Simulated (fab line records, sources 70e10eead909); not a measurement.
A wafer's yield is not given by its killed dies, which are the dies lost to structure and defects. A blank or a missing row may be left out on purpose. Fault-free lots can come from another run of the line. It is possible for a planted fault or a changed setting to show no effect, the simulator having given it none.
Problem report, 8D (eight disciplines) form, completed by code    flow nand harc    the parts of the form that need people (team, actions taken, sign-off) are left out

1. WHAT IS WRONG
NHARC_A_SOURCE_PLATE_INSPECT_08, raw defect count: mean 377 over 1 wafer from 1 lot; wafers with no fault: 58, standard deviation 20. That is +16 standard deviations from the usual mean.
The first sign was on wafer L385.1 at day 11 03:27, on defect inspect-01. The record has a number at this step for 13 wafers belonging to 5 lots. By rule, "out" or "out of limits" means more than 4 standard deviations away from the usual mean. The other wafers with a number count as sound.

2. WHAT IT IS, AND WHAT IT ISN'T
question                     is                      is not
which readings at this step  raw defect count        -
which lots                   L385                    L375, L376, L381, L394
which wafers of those lots   all that have a number  -
read on which gauges         defect inspect-01       defect inspect-02
when                         from day 11 03:27       up to then (9 sound wafers); but 3 sound wafers of L394 came after

3. SUSPECTS, AND WHAT RULES EACH OUT
Counting: any tool at a process step up to the reading is kept as a suspect provided that every lot that is out went through it and no sound lot did after the first of them.
- the gauge at NHARC_A_SOURCE_PLATE_INSPECT_08: kept. All the wafers that are out were read on defect inspect-01, and no step on other tools shows them out.
- rie diel-09 at NHARC_A_ZERO_WELL_DESCUM_12 (chemistry O2, time 3 s): kept. It ran the lot that is out, L385 (day 10 06:40), and no sound lot after that; its last sound lot up to then is L375 (day 7 13:16).
- rie diel-09 at NHARC_A_ZERO_WELL_ETCH_19 (etches the open film in N2/H2, target depth 80 nm, overetch 24 nm, time 87.88 s): kept. It ran the lot that is out, L385 (day 10 06:46), and no sound lot after that; its last sound lot up to then is L375 (day 7 13:20).
- rie si-02 at NHARC_A_ZERO_WELL_ETCH_13 (etches the open film in HBr/Cl2, target depth 120 nm, time 40.1 s): ruled out as a lasting fault. The sound lots L394 went through it after L385, its earliest lot that is out (day 10 06:52).
- rtp anneal-01 at NHARC_A_ZERO_WELL_RTA_16 (time 10 s): ruled out as a lasting fault. The sound lots L394 went through it after L385, its earliest lot that is out (day 10 07:50).
- wet bench-09 at NHARC_A_SOURCE_PLATE_PRECLEAN_00 (cleans in HF-LAST, time 60 s): kept. It ran the lot that is out, L385 (day 10 08:05), and no sound lot after that; its last sound lot up to then is L381 (day 8 20:07).
Left after counting: rie diel-09 at NHARC_A_ZERO_WELL_DESCUM_12, rie diel-09 at NHARC_A_ZERO_WELL_ETCH_19, wet bench-09 at NHARC_A_SOURCE_PLATE_PRECLEAN_00, defect inspect-01 at NHARC_A_SOURCE_PLATE_INSPECT_08.

4. THE CAUSE (what the simulator had put in)
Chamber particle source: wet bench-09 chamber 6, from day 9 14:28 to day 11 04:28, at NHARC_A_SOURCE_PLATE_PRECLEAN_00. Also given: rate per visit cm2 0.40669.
Counting leaves 4 suspects; this tool is one of them.

5. SEQUENCE OF EFFECTS, ordered by route
Rows list readings where the struck wafers' mean (over those with a number) sits beyond 3 standard deviations from the usual. Only readings for which the record gives a usual standard deviation are gone through. hours: the time from each lot's start at the first step in this table that gives one to its start at this step, as a median over the lots. sigmas: the change in usual standard deviations.
hours  step                             reading           usual  on struck wafers  change  sigmas
0      NHARC_A_SOURCE_PLATE_INSPECT_08  raw defect count  58     377               +319    +16
291    NHARC_END_SORT_01                killed at array   27     67                +40     +3.6
291    NHARC_END_SORT_01                killed dies       30     73                +43     +3.9

6. WHAT WOULD HAVE CAUGHT IT SOONER
In this record the first reading out of limits at a measuring or inspecting step was taken at day 11 03:27, 37 hours after the fault began at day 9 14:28.
Each of the lots that are out, 1 in all, had begun NHARC_A_SOURCE_PLATE_PRECLEAN_00 on wet bench-09 no later than day 11 03:27. Tool hold at that time: it would have spared none of them.
